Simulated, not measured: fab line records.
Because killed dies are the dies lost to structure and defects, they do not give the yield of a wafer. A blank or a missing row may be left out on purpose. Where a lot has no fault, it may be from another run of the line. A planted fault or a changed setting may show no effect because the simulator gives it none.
Matching of chambers / flow n5Finfet / rieDiel-05 running N5_BEOL_M3_ETCH_70: 4 sister chambers
The step etches SOC in N2/H2, target depth 80 nm, overetch 16 nm, time 120 s. 16 wafers are shown with their chamber, then 8 later ones without.

## WAFERS, EACH WITH ITS CHAMBER
wafer=L076.2; chamber=0; showerheadPlenumPTorr (Torr)=2.49; throttleValvePct (%)=18.09; drypumpMotorCurrentA (A)=6.3
wafer=L076.4; chamber=3; showerheadPlenumPTorr (Torr)=2.51; throttleValvePct (%)=17.73; drypumpMotorCurrentA (A)=5.3
wafer=L076.5; chamber=2; showerheadPlenumPTorr (Torr)=2.69; throttleValvePct (%)=17.81; drypumpMotorCurrentA (A)=5.5
wafer=L079.1; chamber=0; showerheadPlenumPTorr (Torr)=2.48; throttleValvePct (%)=18.09; drypumpMotorCurrentA (A)=6.3
wafer=L079.3; chamber=1; showerheadPlenumPTorr (Torr)=2.69; throttleValvePct (%)=17.59; drypumpMotorCurrentA (A)=5.3
wafer=L079.5; chamber=2; showerheadPlenumPTorr (Torr)=2.69; throttleValvePct (%)=17.83; drypumpMotorCurrentA (A)=5.5
wafer=L081.1; chamber=3; showerheadPlenumPTorr (Torr)=2.51; throttleValvePct (%)=17.74; drypumpMotorCurrentA (A)=5.4
wafer=L081.2; chamber=1; showerheadPlenumPTorr (Torr)=2.69; throttleValvePct (%)=17.59; drypumpMotorCurrentA (A)=5.4
wafer=L081.3; chamber=0; showerheadPlenumPTorr (Torr)=2.48; throttleValvePct (%)=18.10; drypumpMotorCurrentA (A)=6.3
wafer=L082.1; chamber=3; showerheadPlenumPTorr (Torr)=2.50; throttleValvePct (%)=17.75; drypumpMotorCurrentA (A)=5.3
wafer=L082.3; chamber=0; showerheadPlenumPTorr (Torr)=2.48; throttleValvePct (%)=18.09; drypumpMotorCurrentA (A)=6.3
wafer=L082.5; chamber=1; showerheadPlenumPTorr (Torr)=2.69; throttleValvePct (%)=17.60; drypumpMotorCurrentA (A)=5.3
wafer=L085.2; chamber=2; showerheadPlenumPTorr (Torr)=2.68; throttleValvePct (%)=17.83; drypumpMotorCurrentA (A)=5.4
wafer=L085.5; chamber=0; showerheadPlenumPTorr (Torr)=2.48; throttleValvePct (%)=18.10; drypumpMotorCurrentA (A)=6.3
wafer=L085.6; chamber=3; showerheadPlenumPTorr (Torr)=2.50; throttleValvePct (%)=17.78; drypumpMotorCurrentA (A)=5.3
wafer=L087.1; chamber=3; showerheadPlenumPTorr (Torr)=2.50; throttleValvePct (%)=17.78; drypumpMotorCurrentA (A)=5.4

SIGNATURES, as means of the wafers listed above
reading=showerheadPlenumPTorr; chamber 0=2.4820; chamber 1=2.6900; chamber 2=2.6867; chamber 3=2.5040; scatter within a chamber=0.00471
reading=throttleValvePct; chamber 0=18.0940; chamber 1=17.5933; chamber 2=17.8233; chamber 3=17.7560; scatter within a chamber=0.0146
reading=drypumpMotorCurrentA; chamber 0=6.300; chamber 1=5.333; chamber 2=5.467; chamber 3=5.340; scatter within a chamber=0.0459
Rule: for a wafer and a chamber, the distance is found by dividing, reading by reading, the gap between the wafer's reading and the chamber's mean by the reading's scatter, squaring, summing and taking the root. If the next closest chamber is less than 2 further off than the closest, the wafer can't be placed; otherwise it belongs to the closest. The scatter: take each reading less its chamber's mean, square it, sum over the shown wafers, divide by the number of wafers less the number of chambers, and take the root.

## WAFERS WHOSE CHAMBER IS MISSING
wafer=L087.4; showerheadPlenumPTorr (Torr)=2.69; throttleValvePct (%)=17.62; drypumpMotorCurrentA (A)=5.3
wafer=L087.5; showerheadPlenumPTorr (Torr)=2.48; throttleValvePct (%)=18.13; drypumpMotorCurrentA (A)=6.3
wafer=L088.2; showerheadPlenumPTorr (Torr)=2.69; throttleValvePct (%)=17.62; drypumpMotorCurrentA (A)=5.3
wafer=L088.3; showerheadPlenumPTorr (Torr)=2.50; throttleValvePct (%)=17.77; drypumpMotorCurrentA (A)=5.3
wafer=L088.5; showerheadPlenumPTorr (Torr)=2.50; throttleValvePct (%)=17.78; drypumpMotorCurrentA (A)=5.4
wafer=L092.4; showerheadPlenumPTorr (Torr)=2.68; throttleValvePct (%)=17.64; drypumpMotorCurrentA (A)=5.3
wafer=L092.5; showerheadPlenumPTorr (Torr)=2.67; throttleValvePct (%)=17.85; drypumpMotorCurrentA (A)=5.4
wafer=L092.6; showerheadPlenumPTorr (Torr)=2.47; throttleValvePct (%)=18.13; drypumpMotorCurrentA (A)=6.3

## EACH ONE'S CHAMBER
wafer=L087.4; from the rows above=1; in truth=1
wafer=L087.5; from the rows above=0; in truth=0
wafer=L088.2; from the rows above=1; in truth=1
wafer=L088.3; from the rows above=3; in truth=3
wafer=L088.5; from the rows above=3; in truth=3
wafer=L092.4; from the rows above=1; in truth=1
wafer=L092.5; from the rows above=2; in truth=2
wafer=L092.6; from the rows above=0; in truth=0
Placed correctly: 8 of 8. Number that these rows cannot place: 0. 0 placed wrongly.
